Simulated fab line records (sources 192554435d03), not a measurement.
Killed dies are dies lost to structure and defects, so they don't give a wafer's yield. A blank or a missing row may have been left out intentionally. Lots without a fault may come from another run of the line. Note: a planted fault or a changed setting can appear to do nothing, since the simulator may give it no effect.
fab line records ; flow n5Finfet
[record] lots = 13; wafers = 36; lastDay = 20
route steps=1938 shown ZERO_LAYER@15 WELL_APT@25 PASSIVATION@1936
lots untouched by any fault: they come from a run of this same line in which no faults occurred
startH: start of the lot's first displayed wafer, in hours after the record's first day ; waitH: hours from the lot's prior step to this one ; " the same as in the row above ; L1.1+2: a row that stands for several wafers ; - either no value or no given start ; * or withheld: withheld ; < > ~ a bound
route shown NAME@n: names a module that has steps shown in the file, with the first one's number in the route ; usual: the fault-free wafers' mean and standard deviation ; same: alike in all rows ; chamber/n: place in a boat ; sites: per-site readings ; _std_site: the standard deviation of these ; _edge_site: inner sites' mean taken away from outer sites' mean ; radiusMm: for every site, how far away it sits from the centre of the wafer ; mask NAME#n: copy n ; behind: the tool/chamber that last shaped the wafer ; hold: reason for holding the lot/hours on hold/outcome of the hold ; device: the n, p or np transistor that did not switch ; end of line: the same wafers' tests at the end of the route ; a step given without rows: its recipe and nothing more ; killed: dies lost to structure and defects at the first sort, not the wafer's yield ; map: dies across one wafer; x = killed, . = not, _ = none there
set.NAME: the setting that was run; set.NAME@STEP: the one run at that earlier step ; model.NAME: the simulator's own value behind a step, which no gauge read
the route's steps for a sample of lots (tables are steps, rows are wafers)
services: when a tool's chamber went out of use (startH, in hours from the record's first day, below 0 if earlier), for how many hours, and the reason
[[steps]]
[step N5_ZERO_LAYER_ETCH_17]
[recipe] chemistry = CF4; target = SiO2; targetDepthA = 120; timeS = 13.3; ionEnergyEv = 350; pressureMtorr = 40; sourceW = 450; biasW = 215; Ar_flow_sccm = 100; cf4FlowSccm = 100
[usual] drypumpMotorCurrentA = 5.3/0.44; oesProductAu = 0.77/0.052; rfVppV = 953/3.7; showerheadPlenumPTorr = 2.20/0.059; throttleValvePct = 15.62/0.2
lot.wafer;tool;chamber;startH;waitH;drypumpMotorCurrentA;oesProductAu;rfHoursCounterH;rfVppV;showerheadPlenumPTorr;throttleValvePct
L287.2;rieDiel-01;1;13.03;0.0;5.8;0.74;179;954;2.22;15.90
L287.3;rieDiel-01;0;13.03;0.0;5.5;0.80;98;955;2.25;15.41
L287.5;rieDiel-01;2;13.03;0.0;5.0;0.80;-;949;2.16;15.72
L288.1;rieDiel-01;3;18.88;0.0;4.6;0.79;119;954;2.24;15.44
L288.5;rieDiel-01;1;18.88;0.0;5.8;0.74;-;954;2.22;15.88
L288.6;rieDiel-01;0;18.88;0.0;5.5;0.80;-;955;2.25;15.39
L290.4;rieDiel-02;1;30.72;0.0;5.1;0.79;105;954;2.25;15.38
L290.5;rieDiel-02;0;30.72;0.0;5.0;0.73;-;955;2.22;15.71
L290.6;rieDiel-02;1;30.72;0.0;5.0;0.79;-;956;2.25;15.35
L291.1;rieDiel-01;2;36.85;0.0;4.9;0.81;109;950;2.16;15.72
L291.2;rieDiel-01;0;36.85;0.0;5.5;0.80;106;956;2.24;15.39
L291.6;rieDiel-01;0;36.85;0.0;5.5;0.80;-;955;2.24;15.40
L293.3;rieDiel-01;3;48.84;0.0;4.6;0.77;128;954;2.24;15.47
L293.4;rieDiel-01;1;48.84;0.0;5.7;0.73;188;954;2.22;15.89
L293.6;rieDiel-01;3;48.84;0.0;4.6;0.77;-;957;2.24;15.48
L294.2;rieDiel-02;0;55.13;0.0;5.1;0.72;160;953;2.22;15.73
L294.5;rieDiel-02;3;55.13;0.0;5.5;0.87;-;955;2.26;15.34
L294.6;rieDiel-02;0;55.13;0.0;5.0;0.72;-;955;2.22;15.70
L299.2;rieDiel-01;2;84.84;0.0;5.0;0.80;122;948;2.15;15.74
L299.4;rieDiel-01;3;84.84;0.0;4.6;0.76;139;955;2.23;15.49
L302.6;rieDiel-04;2;102.87;0.0;5.5;0.73;-;949;2.13;15.70
L303.2;rieDiel-02;2;109.36;0.0;4.8;0.87;54;956;2.26;15.92
L303.4;rieDiel-02;0;109.36;0.0;5.0;0.71;175;954;2.21;15.75
L303.6;rieDiel-02;1;109.36;0.0;5.1;0.77;-;955;2.24;15.41
L304.2;rieDiel-04;3;114.87;0.0;5.6;0.79;117;950;2.15;15.49
L304.4;rieDiel-04;2;114.87;0.0;5.5;0.72;170;949;2.13;15.71
L304.6;rieDiel-04;2;114.87;0.0;5.5;0.73;-;949;2.13;15.72
L307.2;rieDiel-01;1;132.84;0.0;5.8;0.71;218;953;2.21;15.96
L307.3;rieDiel-01;3;132.84;0.0;4.6;0.75;157;954;2.23;15.52
L307.5;rieDiel-01;3;132.84;0.0;4.6;0.76;-;954;2.23;15.55
L308.1;rieDiel-02;3;138.71;0.0;5.5;0.84;69;955;2.25;15.37
L308.4;rieDiel-02;3;138.71;0.0;5.5;0.83;-;956;2.25;15.39
L308.5;rieDiel-02;1;138.71;0.0;5.1;0.77;-;955;2.24;15.43
L309.1;rieDiel-04;1;144.71;0.0;6.1;0.69;223;942;2.04;15.77
L309.4;rieDiel-04;0;144.71;0.0;6.1;0.70;236;953;2.19;15.99
L309.6;rieDiel-04;2;144.71;0.0;5.5;0.72;-;950;2.13;15.72
[step N5_WELL_APT_PEB_06]
[recipe] pebTempC = 130; pebTimeS = 90
[usual] chillPlateTempC = 23.02/0.1; heaterPowerTotalW = 172.5/0.79
lot.wafer;tool;chamber;startH;waitH;chillPlateTempC;heaterPowerTotalW
L287.2;lithoTrack-05;0;13.78;0.0;23.04;172.9
L287.3;lithoTrack-05;0;13.78;0.0;22.88;172.6
L287.5;lithoTrack-05;0;13.78;0.0;22.90;172.0
L288.1;lithoTrack-01;0;19.60;0.1;23.10;172.1
L288.5;lithoTrack-01;0;19.60;0.1;22.80;172.4
L288.6;lithoTrack-01;0;19.60;0.1;22.99;172.1
L290.4;lithoTrack-04;0;31.58;0.0;23.20;172.1
L290.5;lithoTrack-04;0;31.58;0.0;22.92;173.0
L290.6;lithoTrack-04;0;31.58;0.0;22.93;172.1
L291.1;lithoTrack-01;0;37.70;0.1;23.14;172.7
L291.2;lithoTrack-01;0;37.70;0.1;23.14;171.9
L291.6;lithoTrack-01;0;37.70;0.1;23.12;172.2
L293.3;lithoTrack-01;0;49.69;0.0;22.81;172.8
L293.4;lithoTrack-01;0;49.69;0.0;22.80;173.3
L293.6;lithoTrack-01;0;49.69;0.0;22.89;172.9
L294.2;lithoTrack-01;0;55.99;0.0;22.89;172.6
L294.5;lithoTrack-01;0;55.99;0.0;22.95;172.0
L294.6;lithoTrack-01;0;55.99;0.0;22.89;171.4
L299.2;lithoTrack-01;0;85.57;0.0;22.98;172.0
L299.4;lithoTrack-01;0;85.57;0.0;22.92;176.7
L302.6;lithoTrack-01;0;103.60;0.0;23.01;176.2
L303.2;lithoTrack-01;0;110.24;0.0;23.10;172.1
L303.4;lithoTrack-01;0;110.24;0.0;23.13;176.2
L303.6;lithoTrack-01;0;110.24;0.0;23.13;177.4
L304.2;lithoTrack-04;0;115.60;0.0;22.93;172.0
L304.4;lithoTrack-04;0;115.60;0.0;22.76;173.5
L304.6;lithoTrack-04;0;115.60;0.0;23.03;172.8
L307.2;lithoTrack-04;0;133.57;0.0;23.17;171.6
L307.3;lithoTrack-04;0;133.57;0.0;23.12;173.6
L307.5;lithoTrack-04;0;133.57;0.0;23.25;171.1
L308.1;lithoTrack-05;0;139.57;0.1;23.21;172.5
L308.4;lithoTrack-05;0;139.57;0.1;23.02;171.4
L308.5;lithoTrack-05;0;139.57;0.1;23.06;172.2
L309.1;lithoTrack-04;0;145.44;0.1;23.06;171.2
L309.4;lithoTrack-04;0;145.44;0.1;23.15;173.0
L309.6;lithoTrack-04;0;145.44;0.1;23.13;173.9
[step N5_WELL_APT_INSPECT_27]
[recipe] mode = adi; inspectInstrument = macro
[usual] rawDefectCount = 2.2/1.4
lot.wafer;tool;chamber;startH;waitH;rawDefectCount
L287.2;defectInspect-02;-;15.32;0.0;2
L287.3;defectInspect-02;-;15.32;0.0;4
L287.5;defectInspect-02;-;15.32;0.0;2
L288.1;defectInspect-01;-;20.92;0.0;2
L288.5;defectInspect-01;-;20.92;0.0;3
L288.6;defectInspect-01;-;20.92;0.0;2
L290.4;defectInspect-01;-;33.04;0.0;4
L290.5;defectInspect-01;-;33.04;0.0;2
L290.6;defectInspect-01;-;33.04;0.0;1
L291.1;defectInspect-02;-;38.99;0.0;1
L291.2;defectInspect-02;-;38.99;0.0;0
L291.6;defectInspect-02;-;38.99;0.0;2
L293.3;defectInspect-02;-;51.01;0.0;2
L293.4;defectInspect-02;-;51.01;0.0;5
L293.6;defectInspect-02;-;51.01;0.0;0
L294.2;defectInspect-02;-;57.40;0.0;1
L294.5;defectInspect-02;-;57.40;0.0;3
L294.6;defectInspect-02;-;57.40;0.0;1
L299.2;defectInspect-01;-;87.54;0.0;2
L299.4;defectInspect-01;-;87.54;0.0;1
L302.6;defectInspect-01;-;105.39;0.0;2
L303.2;defectInspect-01;-;111.55;0.0;2
L303.4;defectInspect-01;-;111.55;0.0;0
L303.6;defectInspect-01;-;111.55;0.0;3
L304.2;defectInspect-01;-;117.16;0.0;1
L304.4;defectInspect-01;-;117.16;0.0;2
L304.6;defectInspect-01;-;117.16;0.0;1
L307.2;defectInspect-02;-;134.98;0.0;4
L307.3;defectInspect-02;-;134.98;0.0;3
L307.5;defectInspect-02;-;134.98;0.0;3
L308.1;defectInspect-01;-;140.99;0.0;0
L308.4;defectInspect-01;-;140.99;0.0;3
L308.5;defectInspect-01;-;140.99;0.0;2
L309.1;defectInspect-01;-;146.73;0.0;2
L309.4;defectInspect-01;-;146.73;0.0;2
L309.6;defectInspect-01;-;146.73;0.0;8
[step N5_WELL_APT_RTA_34]
[recipe] tempC = 1000; timeS = 10; ambient = N2; idleTempC = 600; rampUpCPerS = 150; rampDownCPerS = 60; coolToC = 600
[usual] annealTempCMax = 1005.5/1.4; lampPowerPct = 13.00/0.05; wafer_temp_C_max = 1003.5/1.1
lot.wafer;tool;chamber;startH;waitH;annealTempCMax;lampPowerPct;wafer_temp_C_max
L287.2;rtpAnneal-02;0;16.15;0.0;1007.5;13.02;1003.7
L287.3;rtpAnneal-02;0;16.15;0.0;1006.1;13.00;1002.4
L287.5;rtpAnneal-02;0;16.15;0.0;1005.5;12.99;1002.4
L288.1;rtpAnneal-02;0;21.96;0.1;1004.7;13.02;1006.2
L288.5;rtpAnneal-02;0;21.96;0.1;1006.4;12.97;1003.2
L288.6;rtpAnneal-02;0;21.96;0.1;1004.3;12.99;1004.1
L290.4;rtpAnneal-01;0;33.94;0.1;1004.3;13.03;1001.6
L290.5;rtpAnneal-01;0;33.94;0.1;1005.5;13.10;1002.9
L290.6;rtpAnneal-01;0;33.94;0.1;1006.2;12.99;1002.6
L291.1;rtpAnneal-02;0;39.78;0.0;1006.4;13.17;1002.8
L291.2;rtpAnneal-02;0;39.78;0.0;1007.0;13.00;1003.1
L291.6;rtpAnneal-02;0;39.78;0.0;1005.8;13.05;1003.6
L293.3;rtpAnneal-02;0;51.89;0.1;1008.3;12.98;1003.8
L293.4;rtpAnneal-02;0;51.89;0.1;1006.0;13.00;1005.4
L293.6;rtpAnneal-02;0;51.89;0.1;1006.5;12.94;1001.4
L294.2;rtpAnneal-01;0;58.22;0.0;1005.4;13.06;1002.2
L294.5;rtpAnneal-01;0;58.22;0.0;1004.3;13.01;1005.2
L294.6;rtpAnneal-01;0;58.22;0.0;1004.3;13.02;1002.2
L299.2;rtpAnneal-02;0;88.69;0.2;1008.7;12.93;1002.5
L299.4;rtpAnneal-02;0;88.69;0.2;1006.7;13.02;1003.6
L302.6;rtpAnneal-02;0;106.28;0.1;1005.5;13.10;1002.6
L303.2;rtpAnneal-02;0;112.38;0.0;1006.6;13.01;1002.2
L303.4;rtpAnneal-02;0;112.38;0.0;1006.7;12.97;1003.1
L303.6;rtpAnneal-02;0;112.38;0.0;1004.7;13.01;1002.0
L304.2;rtpAnneal-01;0;117.99;0.0;1003.5;13.01;1002.4
L304.4;rtpAnneal-01;0;117.99;0.0;1005.6;13.03;1003.0
L304.6;rtpAnneal-01;0;117.99;0.0;1003.5;12.99;1001.5
L307.2;rtpAnneal-01;0;135.87;0.1;1005.0;13.02;1002.0
L307.3;rtpAnneal-01;0;135.87;0.1;1004.8;12.99;1004.6
L307.5;rtpAnneal-01;0;135.87;0.1;1004.7;12.99;1002.9
L308.1;rtpAnneal-02;0;141.80;0.0;1009.1;13.04;1003.5
L308.4;rtpAnneal-02;0;141.80;0.0;1006.5;12.95;1005.2
L308.5;rtpAnneal-02;0;141.80;0.0;1006.2;13.02;1003.9
L309.1;rtpAnneal-02;0;147.79;0.0;1004.1;13.08;1003.2
L309.4;rtpAnneal-02;0;147.79;0.0;1005.4;12.94;1002.2
L309.6;rtpAnneal-02;0;147.79;0.0;1007.3;12.96;1001.9
[step N5_PASSIVATION_PROBE_49]
[usual] killed_at_M0_to_M3 = 36/11; killed_at_M4_up = 13/5.1; killedAtContacts = 14/4.9; killedAtFrontEnd = 41/10; killedAtOther = 3.4/2.6; killedDies = 107/16; killedOnRim = 14/4; killedOpen = 70/11; killedShort = 36/7.8
[same] grossDies = 1180; killedAtBackSide = 0
lot.wafer;tool;chamber;startH;waitH;killed_at_M0_to_M3;killed_at_M4_up;killedAtContacts;killedAtFrontEnd;killedAtOther;killedDies;killedOnRim;killedOpen;killedShort
L287.2;prober-01;-;315.37;0.1;29;15;20;39;0;103;12;48;54
L287.3;prober-01;-;315.42;0.1;33;15;14;35;1;98;20;63;35
L287.5;prober-01;-;315.52;0.2;36;14;16;30;1;97;8;64;27
L291.1;prober-01;-;333.03;0.0;34;17;8;46;1;106;15;73;32
L291.2;prober-01;-;333.08;0.1;30;8;23;30;1;92;14;65;26
L291.6;prober-01;-;333.28;0.3;37;9;21;65;4;136;20;85;50
L293.3;prober-02;-;347.58;0.1;39;7;11;62;2;121;19;78;41
L293.4;prober-02;-;347.63;0.2;40;7;11;53;2;113;11;63;49
L293.6;prober-02;-;347.73;0.3;38;8;14;36;0;96;10;60;36
L302.6;prober-02;-;423.99;0.3;44;24;12;24;9;113;15;65;42
L307.2;prober-01;-;438.66;0.1;35;25;14;46;6;126;21;75;47
L307.3;prober-01;-;438.71;0.1;49;27;20;34;5;135;16;83;50
L307.5;prober-01;-;438.81;0.2;17;17;14;49;4;101;12;69;31
L303.2;prober-01;-;451.21;0.1;20;9;13;33;0;75;17;46;27
L303.4;prober-01;-;451.31;0.2;21;7;10;25;0;63;6;43;19
L303.6;prober-01;-;451.41;0.3;22;13;14;33;5;87;9;52;33
L308.1;prober-02;-;465.10;0.2;45;10;8;35;1;99;11;63;34
L308.4;prober-02;-;465.25;0.3;41;5;9;37;3;95;8;57;38
L308.5;prober-02;-;465.30;0.4;60;7;21;29;0;117;17;86;31
// killed by level:class
L287.2 MOL_CONTACT_COAG:geometricParticle:open=11 GATE_CUT:geometricParticle:short=10 MOL_CONTACT_COAG:geometricParticle:short=9 FIN_SAQP:geometricParticle:short=7 BEOL_M0_SAQP:geometricParticle:short=6 BEOL_M3:geometricParticle:open=6 BEOL_M5:geometricParticle:short=5 BEOL_M0_SAQP:geometricParticle:open=4
L287.3 MOL_CONTACT_COAG:geometricParticle:open=11 BEOL_M0_SAQP:geometricParticle:short=7 STARTING-WAFER:geometricParticle:open=7 STI_FIN_REVEAL:geometricParticle:open=6 BEOL_M2:geometricParticle:short=6 FIN_SAQP:geometricParticle:short=5 BEOL_M4:geometricParticle:open=5 BEOL_M0_SAQP:geometricParticle:open=5
L287.5 MOL_CONTACT_COAG:geometricParticle:open=13 BEOL_M3:geometricParticle:open=8 BEOL_M2:geometricParticle:open=8 BEOL_M4:geometricParticle:open=7 BEOL_M0_SAQP:geometricParticle:short=7 BEOL_M0_SAQP:geometricParticle:open=5 HKMG_FIN:areaEtch=5 FIN_SAQP:geometricParticle:short=4
L291.1 STI_FIN_REVEAL:geometricParticle:open=14 BEOL_M4:geometricParticle:open=9 DUMMY_GATE:geometricParticle:open=7 BEOL_M2:geometricParticle:open=7 MOL_CONTACT_COAG:geometricParticle:open=6 FIN_SAQP:geometricParticle:open=5 BEOL_M0_SAQP:geometricParticle:short=5 ILD0:geometricParticle:open=4
L291.2 MOL_CONTACT_COAG:geometricParticle:open=18 FIN_SAQP:geometricParticle:open=8 BEOL_M0_SAQP:geometricParticle:short=7 BEOL_M3:geometricParticle:open=7 BEOL_M4:geometricParticle:open=6 GATE_CUT:geometricParticle:open=5 MOL_CONTACT_COAG:geometricParticle:short=5 BEOL_M0_SAQP:geometricParticle:open=5
L291.6 STI_FIN_REVEAL:geometricParticle:open=22 MOL_CONTACT_COAG:geometricParticle:open=14 FIN_SAQP:geometricParticle:open=13 BEOL_M0_SAQP:geometricParticle:short=9 BEOL_M0_SAQP:geometricParticle:open=8 FIN_SAQP:geometricParticle:short=7 MOL_CONTACT_COAG:geometricParticle:short=7 GATE_CUT:geometricParticle:open=5
L293.3 STI_FIN_REVEAL:geometricParticle:open=22 FIN_SAQP:geometricParticle:short=12 BEOL_M0_SAQP:geometricParticle:short=12 BEOL_M0_SAQP:geometricParticle:open=12 MOL_CONTACT_COAG:geometricParticle:open=9 FIN_SAQP:geometricParticle:open=6 BEOL_M2:geometricParticle:open=6 GATE_CUT:geometricParticle:open=5
L293.4 STI_FIN_REVEAL:geometricParticle:open=14 FIN_SAQP:geometricParticle:short=12 BEOL_M0_SAQP:geometricParticle:short=9 MOL_CONTACT_COAG:geometricParticle:open=7 BEOL_M2:geometricParticle:open=7 GATE_CUT:geometricParticle:open=6 BEOL_M0_SAQP:geometricParticle:open=6 ILD0:geometricParticle:short=5
L293.6 BEOL_M2:geometricParticle:open=15 STI_FIN_REVEAL:geometricParticle:open=12 MOL_CONTACT_COAG:geometricParticle:open=8 BEOL_M0_SAQP:geometricParticle:open=7 MOL_CONTACT_COAG:geometricParticle:short=6 BEOL_M0_SAQP:geometricParticle:short=6 FIN_SAQP:geometricParticle:short=4 DUMMY_GATE:geometricParticle:open=4
L302.6 BEOL_M0_SAQP:geometricParticle:short=13 BEOL_M0_SAQP:geometricParticle:open=13 BEOL_M2:geometricParticle:open=8 BEOL_M5:geometricParticle:open=8 MOL_CONTACT_COAG:geometricParticle:open=7 BEOL_M5:geometricParticle:short=6 MOL_CONTACT_COAG:geometricParticle:short=5 HKMG_FIN:areaEtch=5
L307.2 FIN_SAQP:geometricParticle:short=11 MOL_CONTACT_COAG:geometricParticle:open=11 BEOL_M0_SAQP:geometricParticle:open=8 STI_FIN_REVEAL:geometricParticle:open=7 BEOL_M3:geometricParticle:open=7 BEOL_M4:geometricParticle:open=7 DUMMY_GATE:geometricParticle:open=6 FIN_SAQP:geometricParticle:open=5
L307.3 MOL_CONTACT_COAG:geometricParticle:open=13 BEOL_M0_SAQP:geometricParticle:short=12 BEOL_M4:geometricParticle:open=11 BEOL_M1:geometricParticle:open=10 BEOL_M2:geometricParticle:open=8 MOL_CONTACT_COAG:geometricParticle:short=7 BEOL_M3:geometricParticle:open=7 FIN_SAQP:geometricParticle:short=6
L307.5 STI_FIN_REVEAL:geometricParticle:open=20 GATE_CUT:geometricParticle:short=11 MOL_CONTACT_COAG:geometricParticle:open=11 BEOL_M5:geometricParticle:open=6 BEOL_M0_SAQP:geometricParticle:short=5 BEOL_M4:geometricParticle:open=5 GATE_CUT:geometricParticle:open=4 BEOL_M0_SAQP:geometricParticle:open=4
L303.2 MOL_CONTACT_COAG:geometricParticle:open=12 FIN_SAQP:geometricParticle:short=8 FIN_SAQP:geometricParticle:open=5 STI_FIN_REVEAL:geometricParticle:open=5 BEOL_M3:geometricParticle:open=5 BEOL_M4:geometricParticle:open=5 ILD0:geometricParticle:short=4 BEOL_M0_SAQP:geometricParticle:short=4
L303.4 MOL_CONTACT_COAG:geometricParticle:open=8 BEOL_M2:geometricParticle:open=8 FIN_SAQP:geometricParticle:short=6 FIN_SAQP:geometricParticle:open=5 BEOL_M3:geometricParticle:open=5 STI_FIN_REVEAL:geometricParticle:open=4 STARTING-WAFER:geometricParticle:short=3 GATE_CUT:geometricParticle:short=2
L303.6 MOL_CONTACT_COAG:geometricParticle:open=13 FIN_SAQP:geometricParticle:open=10 BEOL_M0_SAQP:geometricParticle:short=9 FIN_SAQP:geometricParticle:short=4 STI_FIN_REVEAL:geometricParticle:open=3 GATE_CUT:geometricParticle:short=3 BEOL_M0_SAQP:geometricParticle:open=3 BEOL_M1:geometricParticle:open=3
L308.1 BEOL_M0_SAQP:geometricParticle:open=11 GATE_CUT:geometricParticle:short=10 BEOL_M2:geometricParticle:open=9 BEOL_M3:geometricParticle:open=8 BEOL_M0_SAQP:geometricParticle:short=6 STI_FIN_REVEAL:geometricParticle:open=5 MOL_CONTACT_COAG:geometricParticle:open=5 BEOL_M1:geometricParticle:open=5
L308.4 BEOL_M3:geometricParticle:open=12 FIN_SAQP:geometricParticle:short=8 BEOL_M0_SAQP:geometricParticle:open=8 BEOL_M0_SAQP:geometricParticle:short=8 GATE_CUT:geometricParticle:short=7 MOL_CONTACT_COAG:geometricParticle:open=7 STI_FIN_REVEAL:geometricParticle:open=6 FIN_SAQP:geometricParticle:open=4
L308.5 BEOL_M1:geometricParticle:open=17 MOL_CONTACT_COAG:geometricParticle:open=15 BEOL_M3:geometricParticle:open=15 BEOL_M0_SAQP:geometricParticle:open=10 GATE_CUT:geometricParticle:short=9 BEOL_M2:geometricParticle:open=8 GATE_CUT:geometricParticle:open=6 MOL_CONTACT_COAG:geometricParticle:short=6
[[services]]
tool;chamber;startH;hours;kind
rieDiel-01;1;2.73;6.3;repair
rieDiel-04;1;8.23;5.3;repair
rieDiel-02;-;9.99;15.6;pm
rieDiel-04;0;15.45;16.7;repair
rieDiel-04;3;40.64;4.0;repair
lithoTrack-01;-;56.66;-;consumableReplace:filter
rieDiel-04;3;87.56;2.5;repair
rieDiel-02;0;100.91;6.0;repair
rieDiel-02;2;137.47;6.3;repair
[[key]]
[firstSign] step = N5_WELL_APT_PEB_06; reading = heaterPowerTotalW; direction = up; sigmas = 5.2; usual = *; struck = *
effect none on later readings
metAt N5_WELL_APT_PEB_06
struckLots L299,L302,L303
struckWafers L299.4,L302.6,L303.4,L303.6
testerLeftOut L299,L302,L303
notActingAt N5_ZERO_LAYER_ETCH_17,N5_WELL_APT_INSPECT_27,N5_WELL_APT_RTA_34
onsetBetween 55.99 85.57
[fault] kind = processParameterDrift; tool = lithoTrack-01; chamber = -; onsetH = 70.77; steps = N5_WELL_APT_PEB_06; channel = pebTimeS; offset = *; shape = step; endH = 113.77; scope = struckWafersOnly; actsIn = *; stated = *
// testerLeftOut: of these lots the tester's yield and bins aren't shown, on N5 and GAA mostly nor the transistor test; their killed dies are dies lost to structure and defects alone, not to doping, threshold or leakage, so they don't give the yield
